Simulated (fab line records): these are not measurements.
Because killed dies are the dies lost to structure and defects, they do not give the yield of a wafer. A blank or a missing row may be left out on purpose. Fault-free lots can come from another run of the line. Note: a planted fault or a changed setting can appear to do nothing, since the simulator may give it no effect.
fab line records	flow nand-harc
record lots=14	wafers=42	last-day=33
route steps=1302 shown A_CONTACT@1010 END@1302
lots with no fault: from the same line, run without faults
start-h: hours from the record's opening day to when the first of the lot's shown wafers began	wait-h: how many hours have passed since the lot's step before this one	" same as the row above	L1.1+2: several wafers, shown together as one row	- value missing, or start not given	* or withheld: withheld	< > ~ a bound
route shown NAME@n: NAME is a module with steps in the file, n the number in the route of the first one	usual: average and standard deviation across the fault-free wafers	same: alike in all rows	chamber/n: place in a boat	sites: each site's reading	_std_site: standard deviation of those values	_edge_site: outer sites' mean less inner sites'	radius-mm: how far each site lies from the wafer's centre	mask NAME#n: copy n	behind: the tool/chamber that last shaped the wafer	hold: why the lot went on hold/how many hours it stayed there/how the hold came to an end	device: whichever transistor did not switch (one of n, p or np)	end of line: at the end of the route, the tests of the same wafers	for a step that has no rows: nothing shown but its recipe	killed: dies lost to structure and defects at the first sort, not the wafer's yield	map: dies across one wafer; x = killed, . = not, _ = none there
set.NAME: the setting as run; set.NAME@STEP: as run at that earlier step	model.NAME: the simulator's own value behind a step, which no gauge read
a sample of lots followed through the steps of the route, with each step as a table and each wafer as a row
services: when a tool's chamber went out of use (start-h, in hours from the record's first day, below 0 if earlier), for how many hours, and the reason
## steps
# step NHARC_A_CONTACT_ETCH_116
# recipe source-w=withheld	pressure-mtorr=20	bias-v=3000	time-s=190	target-depth-a=18500	ar-flow-sccm=withheld	c4f8-flow-sccm=withheld	o2-flow-sccm=withheld	chemistry=C4F8/O2/Ar
# same time-s=190
lot.wafer	tool	chamber	start-h	wait-h	rf-hours-counter-h
L443.1	har-cap-etch-02	1	503.10	0.1	84
L443.2	"	0	"	"	84
L443.4	"	0	"	"	-
L441.1	har-cap-etch-03	0	504.37	0.1	39
L441.5	"	0	"	"	-
L441.6	"	1	"	"	-
L442.2	har-cap-etch-02	1	513.42	0.1	87
L442.4	"	0	"	"	-
L442.5	"	1	"	"	-
L444.3	har-cap-etch-02	1	517.88	0.1	-
L444.4	"	0	"	"	-
L444.5	"	0	"	"	-
L448.3	har-cap-etch-02	1	575.19	0.1	-
L448.5	"	1	"	"	-
L448.6	"	0	"	"	-
L453.2	har-cap-etch-03	1	604.45	0.1	59
L453.6	"	0	"	"	-
L453.5	"	1	"	"	-
L454.3	har-cap-etch-03	1	612.66	0.1	-
L454.6	"	1	"	"	-
L454.5	"	0	"	"	-
L457.2	har-cap-etch-02	0	645.97	0.1	114
L457.3	"	1	"	"	-
L457.6	"	0	"	"	-
L458.3	har-cap-etch-02	1	668.98	0.1	-
L458.4	"	0	"	"	-
L458.5	"	1	"	"	-
L459.1	har-cap-etch-01	0	669.95	0.1	29
L459.2	"	1	"	"	29
L459.5	"	1	"	"	-
L461.1	har-cap-etch-03	0	687.30	0.1	75
L461.2	"	1	"	"	75
L461.5	"	0	"	"	-
L463.2	har-cap-etch-02	1	703.04	0.1	125
L463.3	"	0	"	"	-
L463.4	"	1	"	"	-
L462.2	har-cap-etch-01	0	705.80	0.1	37
L462.4	"	1	"	"	-
L462.5	"	0	"	"	-
L464.2	har-cap-etch-03	1	720.29	0.1	80
L464.3	"	0	"	"	-
L464.6	"	0	"	"	-
# step NHARC_A_CONTACT_ETCH_121
# recipe source-w=withheld	pressure-mtorr=20	bias-v=3000	time-s=190	target-depth-a=18500	ar-flow-sccm=withheld	c4f8-flow-sccm=withheld	o2-flow-sccm=withheld	chemistry=C4F8/O2/Ar
# same time-s=190
lot.wafer	tool	chamber	start-h	wait-h	rf-hours-counter-h
L443.1	har-cap-etch-02	1	503.95	0.1	85
L443.2	"	0	"	"	85
L443.4	"	0	"	"	-
L441.1	har-cap-etch-03	0	505.23	0.1	39
L441.5	"	0	"	"	-
L441.6	"	1	"	"	-
L442.2	har-cap-etch-02	1	514.27	0.1	88
L442.4	"	0	"	"	-
L442.5	"	1	"	"	-
L444.3	har-cap-etch-02	1	518.74	0.1	-
L444.4	"	0	"	"	-
L444.5	"	0	"	"	-
L448.3	har-cap-etch-02	1	576.04	0.1	-
L448.5	"	1	"	"	-
L448.6	"	0	"	"	-
L453.2	har-cap-etch-03	1	605.30	0.1	60
L453.6	"	0	"	"	-
L453.5	"	1	"	"	-
L454.3	har-cap-etch-03	1	613.51	0.1	-
L454.6	"	1	"	"	-
L454.5	"	0	"	"	-
L457.2	har-cap-etch-02	0	646.83	0.1	115
L457.3	"	1	"	"	-
L457.6	"	0	"	"	-
L458.3	har-cap-etch-02	1	669.82	0.1	-
L458.4	"	0	"	"	-
L458.5	"	1	"	"	-
L459.1	har-cap-etch-01	0	670.81	0.1	30
L459.2	"	1	"	"	30
L459.5	"	1	"	"	-
L461.1	har-cap-etch-03	0	688.16	0.1	76
L461.2	"	1	"	"	76
L461.5	"	0	"	"	-
L463.2	har-cap-etch-02	1	703.90	0.1	126
L463.3	"	0	"	"	-
L463.4	"	1	"	"	-
L462.2	har-cap-etch-01	0	706.65	0.1	37
L462.4	"	1	"	"	-
L462.5	"	0	"	"	-
L464.2	har-cap-etch-03	1	721.15	0.1	81
L464.3	"	0	"	"	-
L464.6	"	0	"	"	-
# step NHARC_A_CONTACT_CD_MEAS_53
# usual cd-nm=289.7/0.65
lot.wafer	tool	chamber	start-h	wait-h	cd-nm
L443.1	cd-sem-01	-	505.48	-	290.2
L443.2	"	-	"	"	291.0
L443.4	"	-	"	"	290.3
L441.1	cd-sem-01	-	506.76	-	290.5
L441.5	"	-	"	"	289.6
L441.6	"	-	"	"	290.0
L442.2	cd-sem-03	-	515.79	-	289.0
L442.4	"	-	"	"	289.9
L442.5	"	-	"	"	289.3
L444.3	cd-sem-03	-	520.22	-	289.9
L444.4	"	-	"	"	290.3
L444.5	"	-	"	"	290.1
L448.3	cd-sem-01	-	577.53	-	289.9
L448.5	"	-	"	"	290.4
L448.6	"	-	"	"	289.9
L453.2	cd-sem-03	-	606.82	-	290.2
L453.5	"	-	"	"	288.9
L453.6	"	-	"	"	289.7
L454.3	cd-sem-02	-	615.00	-	289.6
L454.5	"	-	"	"	289.1
L454.6	"	-	"	"	288.9
L457.2	cd-sem-02	-	648.37	-	289.1
L457.3	"	-	"	"	289.1
L457.6	"	-	"	"	288.1
L458.3	cd-sem-01	-	671.31	-	289.5
L458.4	"	-	"	"	290.0
L458.5	"	-	"	"	289.2
L459.1	cd-sem-02	-	672.35	-	288.7
L459.2	"	-	"	"	289.5
L459.5	"	-	"	"	289.5
L461.1	cd-sem-03	-	689.69	-	289.5
L461.2	"	-	"	"	289.9
L461.5	"	-	"	"	289.2
L463.2	cd-sem-03	-	705.41	-	289.6
L463.3	"	-	"	"	289.2
L463.4	"	-	"	"	290.2
L462.2	cd-sem-03	-	708.16	-	288.7
L462.4	"	-	"	"	288.9
L462.5	"	-	"	"	288.7
L464.2	cd-sem-02	-	722.66	-	289.1
L464.3	"	-	"	"	288.9
L464.6	"	-	"	"	289.3
# step NHARC_A_CONTACT_DEP_58
# recipe target-thk-a=900	target-thk-nm=90	temp-c=400	pressure-torr=3.5	flow-sccm=200	rf-w=350	material=SiON
# usual chamber-pressure-Torr=3.500/0.0077	heater-power-outer-w=482/91	heater-power-w=775/120
lot.wafer	tool	chamber	start-h	wait-h	chamber-pressure-Torr	heater-power-outer-w	heater-power-w
L443.2	pecvd-02	2	509.78	2.2	3.492	543	885
L443.1	"	0	"	"	3.501	405	761
L443.4	"	1	"	"	3.484	440	790
L441.1	pecvd-03	1	510.99	2.7	3.495	454	676
L441.5	"	1	"	"	3.493	463	677
L441.6	"	2	"	"	3.495	512	784
L442.2	pecvd-02	1	520.14	2.2	3.489	420	779
L442.4	"	2	"	"	3.500	502	802
L442.5	"	0	"	"	3.495	434	806
L444.3	pecvd-02	1	525.35	1.6	3.503	383	699
L444.4	"	1	"	"	3.501	394	709
L444.5	"	2	"	"	3.490	479	799
L448.3	pecvd-02	1	581.84	1.7	3.500	459	812
L448.6	"	1	"	"	3.502	461	827
L448.5	"	2	"	"	3.501	539	867
L453.2	pecvd-03	1	613.89	2.1	-	-	-
L453.5	"	1	"	"	-	-	-
L453.6	"	0	"	"	-	-	-
L454.3	pecvd-01	2	620.84	1.7	-	-	-
L454.6	"	0	"	"	-	-	-
L454.5	"	2	"	"	-	-	-
L457.3	pecvd-01	0	652.62	1.7	3.507	544	844
L457.2	"	1	"	"	3.506	483	755
L457.6	"	2	"	"	3.499	296	507
L458.4	pecvd-03	1	676.85	1.2	3.497	433	663
L458.3	"	0	"	"	3.492	603	914
L458.5	"	0	"	"	3.504	612	920
L459.1	pecvd-02	2	681.80	2.7	3.502	500	831
L459.2	"	1	"	"	3.514	436	797
L459.5	"	1	"	"	3.492	444	810
L461.2	pecvd-03	2	697.31	2.2	3.505	528	766
L461.1	"	0	"	"	3.486	671	995
L461.5	"	0	"	"	3.504	676	989
L463.2	pecvd-03	2	709.65	2.2	3.502	526	801
L463.3	"	0	"	"	3.497	666	1002
L463.4	"	0	"	"	3.490	668	979
L462.2	pecvd-01	2	712.33	2.1	3.504	329	558
L462.5	"	0	"	"	3.502	515	803
L462.4	"	1	"	"	3.506	462	686
L464.2	pecvd-01	0	726.91	2.2	3.503	427	672
L464.3	"	1	"	"	3.499	500	769
L464.6	"	0	"	"	3.489	434	703
# step NHARC_END_SORT_01
# recipe temp-c=25
# usual killed-at-array=55/19	killed-at-other=0.8/1.1	killed-at-periphery=4.0/2.6	killed-dies=60/20	killed-open=3.4/1.7	killed-short=2.6/1.5
# same gross-dies=677
lot.wafer	tool	chamber	start-h	wait-h	hold	killed-at-array	killed-at-other	killed-at-periphery	killed-dies	killed-open	killed-short
L441.1	prober-01	0	571.20	2.5	-	30	0	2	32	4	4
L441.5	prober-01	0	574.37	3.7	-	34	0	6	40	5	6
L441.6	prober-01	0	575.16	4.0	-	18	0	6	24	1	2
L443.1	prober-02	0	571.24	2.5	-	79	2	3	84	4	0
L443.2	prober-02	0	572.04	2.8	-	74	0	5	79	2	5
L443.4	prober-02	0	573.62	3.4	-	77	1	1	79	2	4
L444.3	prober-01	0	583.45	3.1	-	46	0	4	50	2	1
L444.4	prober-01	0	584.25	3.4	-	50	1	3	54	4	2
L444.5	prober-01	0	585.05	3.7	-	59	2	2	63	4	4
L442.2	prober-02	0	590.49	2.8	-	46	0	2	48	4	2
L442.4	prober-02	0	592.11	3.4	-	41	1	5	47	2	1
L442.5	prober-02	0	592.92	3.7	-	39	0	5	44	5	4
L448.3	prober-02	0	645.61	3.1	-	88	0	0	88	2	2
L448.5	prober-02	0	647.23	3.7	-	80	0	2	82	3	2
L448.6	prober-02	0	648.03	4.0	-	82	0	10	92	5	2
L453.2	prober-01	0	675.39	2.8	await-dispo/6.2h/scrap	675	2	0	677	3	3
L453.5	prober-01	0	677.79	3.7	await-dispo/6.2h/scrap	672	2	3	677	2	3
L453.6	prober-01	0	678.59	4.0	await-dispo/6.2h/scrap	673	1	3	677	3	0
L454.3	prober-01	0	684.05	3.1	await-dispo/2.9h/scrap	673	0	4	677	5	3
L454.5	prober-01	0	685.66	3.7	await-dispo/2.9h/scrap	676	1	0	677	3	2
L454.6	prober-01	0	686.47	4.0	await-dispo/2.9h/scrap	673	0	4	677	2	2
L457.2	prober-02	0	715.93	2.8	-	58	5	5	68	4	1
L457.3	prober-02	0	716.73	3.1	-	62	3	12	77	4	1
L457.6	prober-02	0	719.12	4.0	-	53	2	7	62	5	1
L459.1	prober-01	0	739.54	2.5	-	40	0	3	43	1	1
L459.2	prober-01	0	740.35	2.8	-	35	1	4	40	3	3
L459.5	prober-01	0	742.76	3.7	-	51	0	2	53	2	2
L458.3	prober-02	0	741.19	3.1	-	77	0	11	88	2	3
L458.4	prober-02	0	741.99	3.4	-	103	1	9	113	2	4
L458.5	prober-02	0	742.78	3.7	-	96	0	7	103	2	3
L461.1	prober-01	0	762.22	2.5	-	27	0	2	29	1	0
L461.2	prober-01	0	763.01	2.8	-	27	0	5	32	3	2
L461.5	prober-01	0	765.39	3.7	-	44	0	3	47	6	4
L463.2	prober-02	0	773.95	2.8	-	66	0	3	69	1	1
L463.3	prober-02	0	774.74	3.1	-	77	0	0	77	7	4
L463.4	prober-02	0	775.53	3.4	-	63	0	3	66	2	3
L462.2	prober-01	0	774.01	2.8	-	52	2	3	57	3	2
L462.4	prober-01	0	775.61	3.4	-	36	2	8	46	2	2
L462.5	prober-01	0	776.41	3.7	-	56	2	8	66	3	5
L464.2	prober-02	0	791.75	2.8	-	38	0	2	40	1	4
L464.3	prober-02	0	792.56	3.1	-	31	1	3	35	3	2
L464.6	prober-02	0	794.97	4.0	-	35	0	3	38	4	2
# killed by level:class
L441.1 A_CHANNEL_HOLE_D2:chamber-film-flake=5 A_CONTACT:unspecified=5 A_CHANNEL_HOLE_D1:chamber-film-flake=3 A_SLIT:chamber-film-flake=3 A_WL_FILL:chamber-film-flake=3 A_M0:geometric-particle:short=2 P_M2:chamber-film-flake=2 A_CHANNEL_FILL_D2:chamber-film-flake=2
L443.1 A_CHANNEL_HOLE_D1:chamber-film-flake=30 A_SLIT:chamber-film-flake=29 A_CHANNEL_HOLE_D2:chamber-film-flake=6 P_GATE:chamber-film-flake=3 A_CONTACT:chamber-film-flake=3 A_ZERO_WELL:chamber-film-flake=2 A_DECK1_JOINT:chamber-film-flake=2 A_STAIRCASE:chamber-film-flake=2
L443.2 A_CHANNEL_HOLE_D1:chamber-film-flake=30 A_SLIT:chamber-film-flake=23 A_CHANNEL_HOLE_D2:chamber-film-flake=6 A_CONTACT:chamber-film-flake=4 P_GATE:chamber-film-flake=3 A_ZERO_WELL:chamber-film-flake=3 A_WL_FILL:chamber-film-flake=3 A_WL_FILL:geometric-particle:short=2
L443.4 A_CHANNEL_HOLE_D1:chamber-film-flake=30 A_SLIT:chamber-film-flake=23 A_CHANNEL_HOLE_D2:chamber-film-flake=9 A_ZERO_WELL:chamber-film-flake=5 A_ONON_D2:geometric-particle:short=2 A_CHANNEL_FILL_D1:chamber-film-flake=2 A_CHANNEL_FILL_D1:geometric-particle:short=1 A_DECK1_JOINT:geometric-particle:open=1
L441.5 A_CHANNEL_HOLE_D2:chamber-film-flake=6 A_CHANNEL_HOLE_D1:chamber-film-flake=5 A_STAIRCASE:chamber-film-flake=5 A_CONTACT:unspecified=5 P_GATE:chamber-film-flake=3 A_WL_FILL:chamber-film-flake=3 P_STI:geometric-particle:short=1 P_M2:geometric-particle:short=1
L441.6 A_CHANNEL_HOLE_D2:chamber-film-flake=6 P_M2:chamber-film-flake=3 A_CHANNEL_HOLE_D1:chamber-film-flake=3 A_CONTACT:unspecified=3 A_CONTACT:chamber-film-flake=2 P_M0:geometric-particle:short=1 A_CHANNEL_FILL_D1:geometric-particle:open=1 A_WL_FILL:geometric-particle:short=1
L444.3 A_CHANNEL_HOLE_D1:chamber-film-flake=24 A_CHANNEL_HOLE_D2:chamber-film-flake=8 A_STAIRCASE:chamber-film-flake=5 P_GATE:chamber-film-flake=3 A_CHANNEL_FILL_D1:chamber-film-flake=3 A_BLC:geometric-particle:open=2 A_CONTACT:chamber-film-flake=2 P_GATE:geometric-particle:short=1
L444.4 A_CHANNEL_HOLE_D1:chamber-film-flake=31 A_CHANNEL_HOLE_D2:chamber-film-flake=7 A_CONTACT:chamber-film-flake=5 P_M0:geometric-particle:open=1 A_CHANNEL_FILL_D1:geometric-particle:short=1 A_CHANNEL_FILL_D1:geometric-particle:open=1 A_DECK1_JOINT:geometric-particle:short=1 A_SGD_CUT:geometric-particle:open=1
L444.5 A_CHANNEL_HOLE_D1:chamber-film-flake=39 A_CHANNEL_HOLE_D2:chamber-film-flake=8 A_CHANNEL_FILL_D2:geometric-particle:short=2 A_STAIRCASE:chamber-film-flake=2 A_CONTACT:chamber-film-flake=2 THIN_TSV:chamber-film-flake=2 P_CONTACT:geometric-particle:open=1 P_M0:geometric-particle:short=1
L442.2 A_CHANNEL_HOLE_D2:chamber-film-flake=31 A_ZERO_WELL:chamber-film-flake=4 A_CHANNEL_HOLE_D1:chamber-film-flake=3 A_SGD_CUT:chamber-film-flake=2 P_CONTACT:geometric-particle:open=1 P_M0:geometric-particle:open=1 A_CHANNEL_FILL_D1:geometric-particle:short=1 A_ONON_D2:geometric-particle:open=1
L442.4 A_CHANNEL_HOLE_D2:chamber-film-flake=35 P_STI:chamber-film-flake=2 P_GATE:chamber-film-flake=2 P_STI:geometric-particle:open=1 A_ONON_D1:geometric-particle:open=1 A_CHANNEL_FILL_D2:geometric-particle:short=1 A_ZERO_WELL:chamber-film-flake=1 A_STAIRCASE:chamber-film-flake=1
L442.5 A_CHANNEL_HOLE_D2:chamber-film-flake=26 A_CHANNEL_HOLE_D1:chamber-film-flake=3 A_WL_FILL:geometric-particle:open=2 A_STAIRCASE:chamber-film-flake=2 P_CONTACT:geometric-particle:short=1 P_M1:geometric-particle:open=1 P_M2:geometric-particle:short=1 P_M2:geometric-particle:open=1
L448.3 A_CHANNEL_HOLE_D1:chamber-film-flake=31 A_SLIT:chamber-film-flake=26 A_CHANNEL_HOLE_D2:chamber-film-flake=24 A_SOURCE_PLATE:geometric-particle:short=1 A_ONON_D1:geometric-particle:open=1 A_CHANNEL_HOLE_D1:geometric-particle:open=1 A_WL_FILL:geometric-particle:short=1 A_DECK1_JOINT:chamber-film-flake=1
L448.5 A_CHANNEL_HOLE_D1:chamber-film-flake=32 A_SLIT:chamber-film-flake=24 A_CHANNEL_HOLE_D2:chamber-film-flake=15 P_M1:chamber-film-flake=2 A_STAIRCASE:chamber-film-flake=2 A_ONON_D1:geometric-particle:open=1 A_CHANNEL_FILL_D1:geometric-particle:open=1 A_SGD_CUT:geometric-particle:short=1
L448.6 A_SLIT:chamber-film-flake=29 A_CHANNEL_HOLE_D1:chamber-film-flake=28 A_CHANNEL_HOLE_D2:chamber-film-flake=7 P_M1:chamber-film-flake=5 A_CONTACT:chamber-film-flake=5 A_ZERO_WELL:chamber-film-flake=4 P_ZERO_WELL:chamber-film-flake=3 A_WL_FILL:chamber-film-flake=2
L453.2 A_CONTACT:area-dep=636 A_SLIT:chamber-film-flake=22 A_CONTACT:chamber-film-flake=6 A_CHANNEL_HOLE_D1:geometric-particle:open=2 A_CHANNEL_HOLE_D1:chamber-film-flake=2 THIN_TSV:chamber-film-flake=2 A_DECK1_JOINT:geometric-particle:short=1 A_ONON_D2:geometric-particle:short=1
L453.5 A_CONTACT:area-dep=628 A_SLIT:chamber-film-flake=31 A_CHANNEL_HOLE_D1:chamber-film-flake=4 A_STAIRCASE:chamber-film-flake=3 THIN_TSV:chamber-film-flake=2 P_GATE:geometric-particle:open=1 P_M0:geometric-particle:short=1 A_DECK1_JOINT:geometric-particle:open=1
L453.6 A_CONTACT:area-dep=633 A_SLIT:chamber-film-flake=22 A_CHANNEL_HOLE_D1:chamber-film-flake=7 A_CONTACT:chamber-film-flake=4 P_STI:chamber-film-flake=2 A_CHANNEL_FILL_D1:chamber-film-flake=2 A_STAIRCASE:chamber-film-flake=2 A_CHANNEL_HOLE_D1:geometric-particle:open=1
L454.3 A_CONTACT:area-dep=618 A_SLIT:chamber-film-flake=28 A_CHANNEL_HOLE_D2:chamber-film-flake=6 A_STAIRCASE:chamber-film-flake=5 P_M2:chamber-film-flake=3 A_CHANNEL_FILL_D2:chamber-film-flake=3 A_CHANNEL_HOLE_D1:chamber-film-flake=2 A_CONTACT:chamber-film-flake=2
L454.5 A_CONTACT:area-dep=616 A_SLIT:chamber-film-flake=27 A_CHANNEL_HOLE_D2:chamber-film-flake=11 A_CHANNEL_HOLE_D1:chamber-film-flake=8 A_STAIRCASE:chamber-film-flake=3 A_WL_FILL:chamber-film-flake=3 A_CONTACT:chamber-film-flake=2 A_ONON_D2:geometric-particle:short=1
L454.6 A_CONTACT:area-dep=613 A_SLIT:chamber-film-flake=33 A_CHANNEL_HOLE_D1:chamber-film-flake=7 A_CHANNEL_HOLE_D2:chamber-film-flake=4 A_STAIRCASE:chamber-film-flake=4 A_WL_FILL:chamber-film-flake=3 A_DECK1_JOINT:chamber-film-flake=2 A_CHANNEL_FILL_D2:chamber-film-flake=2
L457.2 A_SLIT:chamber-film-flake=29 A_CHANNEL_HOLE_D1:chamber-film-flake=10 A_BONDPAD:chamber-film-flake=7 THIN_TSV:chamber-film-flake=5 P_STI:chamber-film-flake=2 A_CHANNEL_HOLE_D2:chamber-film-flake=2 A_CONTACT:chamber-film-flake=2 P_GATE:geometric-particle:open=1
L457.3 A_SLIT:chamber-film-flake=34 A_CHANNEL_HOLE_D1:chamber-film-flake=9 A_BONDPAD:chamber-film-flake=8 P_STI:chamber-film-flake=6 A_CONTACT:chamber-film-flake=4 THIN_TSV:chamber-film-flake=3 P_M0:geometric-particle:open=2 P_GATE:chamber-film-flake=2
L457.6 A_SLIT:chamber-film-flake=22 A_CHANNEL_HOLE_D1:chamber-film-flake=8 A_CHANNEL_HOLE_D2:chamber-film-flake=7 A_CONTACT:chamber-film-flake=7 P_STI:chamber-film-flake=3 A_CHANNEL_FILL_D2:geometric-particle:open=2 P_GATE:chamber-film-flake=2 P_BONDPAD:chamber-film-flake=2
L459.1 A_CHANNEL_HOLE_D1:chamber-film-flake=25 A_SLIT:chamber-film-flake=7 A_CONTACT:chamber-film-flake=3 P_STI:chamber-film-flake=2 A_ONON_D1:geometric-particle:open=1 A_M0:geometric-particle:short=1 P_GATE:chamber-film-flake=1 A_CHANNEL_FILL_D1:chamber-film-flake=1
L459.2 A_CHANNEL_HOLE_D1:chamber-film-flake=23 A_CONTACT:chamber-film-flake=4 P_CONTACT:geometric-particle:open=2 A_SLIT:chamber-film-flake=2 A_CHANNEL_FILL_D1:chamber-film-flake=2 P_GATE:geometric-particle:short=1 A_CHANNEL_FILL_D1:geometric-particle:short=1 A_CHANNEL_FILL_D2:geometric-particle:short=1
L458.3 A_CHANNEL_HOLE_D1:chamber-film-flake=33 A_CHANNEL_HOLE_D2:chamber-film-flake=18 A_SLIT:chamber-film-flake=15 P_M2:chamber-film-flake=6 P_GATE:chamber-film-flake=3 A_STAIRCASE:chamber-film-flake=2 A_CONTACT:chamber-film-flake=2 A_ONON_D1:geometric-particle:open=1
L458.4 A_CHANNEL_HOLE_D1:chamber-film-flake=30 A_SLIT:chamber-film-flake=28 A_CHANNEL_HOLE_D2:chamber-film-flake=20 A_CONTACT:chamber-film-flake=11 P_GATE:chamber-film-flake=6 A_STAIRCASE:chamber-film-flake=4 A_SGD_CUT:chamber-film-flake=4 A_WL_FILL:chamber-film-flake=2
L459.5 A_CHANNEL_HOLE_D1:chamber-film-flake=28 A_CHANNEL_FILL_D1:chamber-film-flake=6 A_CONTACT:chamber-film-flake=6 A_SLIT:chamber-film-flake=5 A_STAIRCASE:chamber-film-flake=2 P_GATE:geometric-particle:short=1 A_DECK1_JOINT:geometric-particle:open=1 A_CHANNEL_HOLE_D2:geometric-particle:open=1
L458.5 A_CHANNEL_HOLE_D1:chamber-film-flake=28 A_SLIT:chamber-film-flake=27 A_CHANNEL_HOLE_D2:chamber-film-flake=20 A_CONTACT:chamber-film-flake=12 A_STAIRCASE:chamber-film-flake=3 P_M2:chamber-film-flake=2 A_SGD_CUT:chamber-film-flake=2 P_CONTACT:geometric-particle:open=1
L461.1 A_CHANNEL_HOLE_D1:chamber-film-flake=17 A_SLIT:chamber-film-flake=4 A_STAIRCASE:chamber-film-flake=3 P_M0:chamber-film-flake=2 A_ZERO_WELL:chamber-film-flake=2 A_CHANNEL_FILL_D2:geometric-particle:open=1
L461.2 A_CHANNEL_HOLE_D1:chamber-film-flake=14 A_SLIT:chamber-film-flake=7 A_STAIRCASE:chamber-film-flake=2 P_GATE:geometric-particle:open=1 P_M0:geometric-particle:short=1 P_M2:geometric-particle:open=1 A_CONTACT:geometric-particle:short=1 A_BLC:geometric-particle:open=1
L461.5 A_CHANNEL_HOLE_D1:chamber-film-flake=14 A_STAIRCASE:chamber-film-flake=6 A_SLIT:chamber-film-flake=6 A_CONTACT:chamber-film-flake=4 A_ONON_D1:geometric-particle:short=3 P_M0:chamber-film-flake=2 A_CHANNEL_HOLE_D2:chamber-film-flake=2 A_SOURCE_PLATE:geometric-particle:short=1
L463.2 A_CHANNEL_HOLE_D2:chamber-film-flake=24 A_CONTACT:chamber-film-flake=18 A_CHANNEL_HOLE_D1:chamber-film-flake=10 A_SLIT:chamber-film-flake=6 P_STI:chamber-film-flake=3 A_WL_FILL:chamber-film-flake=3 A_STAIRCASE:chamber-film-flake=2 A_DECK1_JOINT:geometric-particle:short=1
L462.2 A_SLIT:chamber-film-flake=35 A_CONTACT:chamber-film-flake=6 A_ZERO_WELL:chamber-film-flake=3 A_CHANNEL_HOLE_D1:unspecified=3 P_STI:chamber-film-flake=2 THIN_TSV:chamber-film-flake=2 P_M0:geometric-particle:short=1 A_ONON_D2:geometric-particle:short=1
L463.3 A_CHANNEL_HOLE_D2:chamber-film-flake=24 A_CHANNEL_HOLE_D1:chamber-film-flake=14 A_CONTACT:chamber-film-flake=13 A_SLIT:chamber-film-flake=7 A_STAIRCASE:chamber-film-flake=5 A_CHANNEL_FILL_D2:geometric-particle:open=4 A_ONON_D1:geometric-particle:open=2 A_WL_FILL:chamber-film-flake=2
L463.4 A_CHANNEL_HOLE_D2:chamber-film-flake=23 A_CHANNEL_HOLE_D1:chamber-film-flake=10 A_SLIT:chamber-film-flake=9 A_CONTACT:chamber-film-flake=9 A_STAIRCASE:chamber-film-flake=8 P_STI:chamber-film-flake=2 P_CONTACT:geometric-particle:short=1 A_CHANNEL_FILL_D2:geometric-particle:open=1
L462.4 A_SLIT:chamber-film-flake=21 A_CONTACT:chamber-film-flake=9 P_STI:chamber-film-flake=3 P_GATE:chamber-film-flake=3 A_ZERO_WELL:chamber-film-flake=2 A_CHANNEL_HOLE_D1:unspecified=2 THIN_TSV:chamber-film-flake=2 P_CONTACT:geometric-particle:open=1
L462.5 A_SLIT:chamber-film-flake=33 P_GATE:chamber-film-flake=5 A_CONTACT:chamber-film-flake=5 A_ZERO_WELL:chamber-film-flake=4 P_STI:chamber-film-flake=3 A_CHANNEL_HOLE_D1:chamber-film-flake=3 A_CHANNEL_FILL_D1:geometric-particle:short=2 A_STAIRCASE:chamber-film-flake=2
L464.2 A_CHANNEL_HOLE_D1:chamber-film-flake=14 A_SLIT:chamber-film-flake=11 A_CONTACT:chamber-film-flake=5 A_DECK1_JOINT:geometric-particle:short=2 A_WL_FILL:chamber-film-flake=2 P_M0:geometric-particle:short=1 A_CHANNEL_HOLE_D2:geometric-particle:short=1 A_M0:geometric-particle:open=1
L464.3 A_CHANNEL_HOLE_D1:chamber-film-flake=13 A_CONTACT:chamber-film-flake=8 A_SLIT:chamber-film-flake=3 A_ONON_D2:geometric-particle:short=2 P_ZERO_WELL:chamber-film-flake=2 A_DECK1_JOINT:geometric-particle:open=1 A_SGD_CUT:geometric-particle:open=1 A_BLC:geometric-particle:open=1
L464.6 A_CHANNEL_HOLE_D1:chamber-film-flake=20 A_SLIT:chamber-film-flake=5 A_CONTACT:chamber-film-flake=5 P_M0:geometric-particle:open=3 A_ONON_D1:geometric-particle:short=1 A_DECK1_JOINT:geometric-particle:short=1 A_CONTACT:geometric-particle:open=1 A_ZERO_WELL:chamber-film-flake=1
## services
tool	chamber	start-h	hours	kind
pecvd-02	2	490.44	13.5	repair
pecvd-01	-	492.45	13.0	pm
pecvd-01	0	492.45	13.0	vent-cycle
har-cap-etch-01	-	497.00	17.0	pm
har-cap-etch-03	-	508.19	0.8	repair
pecvd-03	-	547.43	13.0	pm
pecvd-03	0	547.43	13.0	vent-cycle
pecvd-03	1	547.43	13.0	vent-cycle
pecvd-03	2	547.43	13.0	vent-cycle
pecvd-03	0	560.43	-	clean
pecvd-03	1	560.43	-	clean
pecvd-03	2	560.43	-	clean
pecvd-02	-	590.62	13.0	pm
pecvd-02	0	590.62	13.0	vent-cycle
pecvd-02	1	590.62	13.0	vent-cycle
pecvd-02	2	590.62	13.0	vent-cycle
pecvd-02	0	603.62	-	clean
pecvd-02	1	603.62	-	clean
pecvd-02	2	603.62	-	clean
pecvd-01	2	653.45	14.0	repair
pecvd-01	-	673.45	13.0	pm
pecvd-03	2	674.02	5.4	repair
pecvd-02	0	674.74	9.3	repair
har-cap-etch-02	-	710.27	0.4	repair
## key
first-sign step=NHARC_A_CONTACT_DEP_58	reading=tool-record	direction=missing
effect step=NHARC_END_SORT_01	reading=killed-at-array	direction=up	sigmas=32	usual=55	struck=674
more-kills-born-at NHARC_A_CONTACT_DEP_58@pecvd-03=1897	NHARC_A_CONTACT_DEP_58@pecvd-01=1847
met-at NHARC_A_CONTACT_DEP_58
struck-lots L453,L454
later-rows-left-out L453.2,L453.5,L453.6,L454.3,L454.5,L454.6
tester-left-out L453,L454
not-acting-at NHARC_A_CONTACT_ETCH_116,NHARC_A_CONTACT_ETCH_121,NHARC_A_CONTACT_CD_MEAS_53
onset-between 510.99 613.89
fault kind=skipped-step-whole	tool=pecvd-01,pecvd-03	chamber=-	onset-h=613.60	steps=NHARC_A_CONTACT_DEP_58	scope=struck-lots-only
# tester-left-out: of these lots the tester's yield and bins aren't shown, on N5 and GAA mostly nor the transistor test; their killed dies are dies lost to structure and defects alone, not to doping, threshold or leakage, so they don't give the yield
# later-rows-left-out: the simulator's readings of these wafers behind a module that went badly wrong aren't trusted and aren't shown, but for the sort
